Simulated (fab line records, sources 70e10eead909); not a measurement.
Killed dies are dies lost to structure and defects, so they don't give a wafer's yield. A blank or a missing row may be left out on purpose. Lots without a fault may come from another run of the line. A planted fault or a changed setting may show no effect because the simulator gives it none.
Chamber matching | flow nand_harc | NHARC_P_ZERO_WELL_DESCUM_39 on rie_diel-01: 4 sister chambers
The step chemistry O2, time 3 s. 18 wafers are shown with their chamber, then 9 later ones without.

WAFERS WITH THEIR CHAMBER
wafer  | chamber | drypump_motor_current_A (A) | throttle_valve_pct (%) | oes_product_au (a.u.)
L074.1 | 3       | 5.5                         | 11.323                 | 0.981
L074.5 | 3       | 5.5                         | 11.319                 | 0.992
L074.6 | 0       | 6.3                         | 11.316                 | 0.998
L075.2 | 1       | 5.2                         | 11.312                 | 1.003
L075.3 | 3       | 5.5                         | 11.316                 | 1.001
L075.6 | 2       | 5.6                         | 11.297                 | 1.024
L077.1 | 3       | 5.5                         | 11.318                 | 1.012
L077.4 | 1       | 5.2                         | 11.304                 | 0.992
L077.6 | 0       | 6.3                         | 11.319                 | 1.004
L081.2 | 3       | 5.5                         | 11.305                 | 1.013
L081.3 | 0       | 6.3                         | 11.317                 | 1.014
L081.4 | 1       | 5.2                         | 11.316                 | 1.010
L085.4 | 1       | 5.2                         | 11.309                 | 0.995
L085.5 | 2       | 5.7                         | 11.302                 | 0.996
L085.6 | 0       | 6.3                         | 11.307                 | 1.010
L086.2 | 0       | 6.3                         | 11.303                 | 1.022
L086.4 | 2       | 5.7                         | 11.292                 | 1.013
L086.6 | 1       | 5.2                         | 11.320                 | 1.006

SIGNATURES (means of the wafers above)
reading                 | chamber 0 | chamber 1 | chamber 2 | chamber 3 | scatter within a chamber
drypump_motor_current_A | 6.300     | 5.200     | 5.667     | 5.500     | 0.0218
throttle_valve_pct      | 11.31240  | 11.31220  | 11.29700  | 11.31620  | 0.00644
oes_product_au          | 1.00960   | 1.00120   | 1.01100   | 0.99980   | 0.011
Rule: a wafer's distance from a chamber is the root of the sum, over the readings, of the square of ((its reading less the chamber's mean) divided by the reading's scatter). The wafer belongs to the nearest chamber; if the next one is less than 2 further off, it can't be placed. The scatter: the root of (the sum of the squares of (reading less its chamber's mean) over the shown wafers, divided by (wafers less chambers)).

WAFERS WITHOUT THEIR CHAMBER
wafer  | drypump_motor_current_A (A) | throttle_valve_pct (%) | oes_product_au (a.u.)
L088.2 | 5.7                         | 11.314                 | 1.016
L088.5 | 5.2                         | 11.300                 | 1.004
L088.6 | 6.3                         | 11.307                 | 1.011
L090.1 | 6.4                         | 11.308                 | 1.012
L090.2 | 5.7                         | 11.310                 | 1.015
L090.5 | 5.7                         | 11.294                 | 1.009
L092.2 | 5.7                         | 11.303                 | 1.010
L092.5 | 5.6                         | 11.321                 | 1.001
L092.6 | 5.7                         | 11.316                 | 1.005

WHICH CHAMBER EACH WENT THROUGH
wafer  | from the rows above     | in truth
L088.2 | 2                       | 2
L088.5 | 1                       | 1
L088.6 | 0                       | 0
L090.1 | 0                       | 0
L090.2 | 2                       | 2
L090.5 | 2                       | 2
L092.2 | 2                       | 2
L092.5 | can't be placed: 3 or 2 | 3
L092.6 | 2                       | 2
Placed correctly: 8 of 9. Can't be placed from these rows: 1 (the true chamber is among the candidates in 1). Placed wrongly: 0.
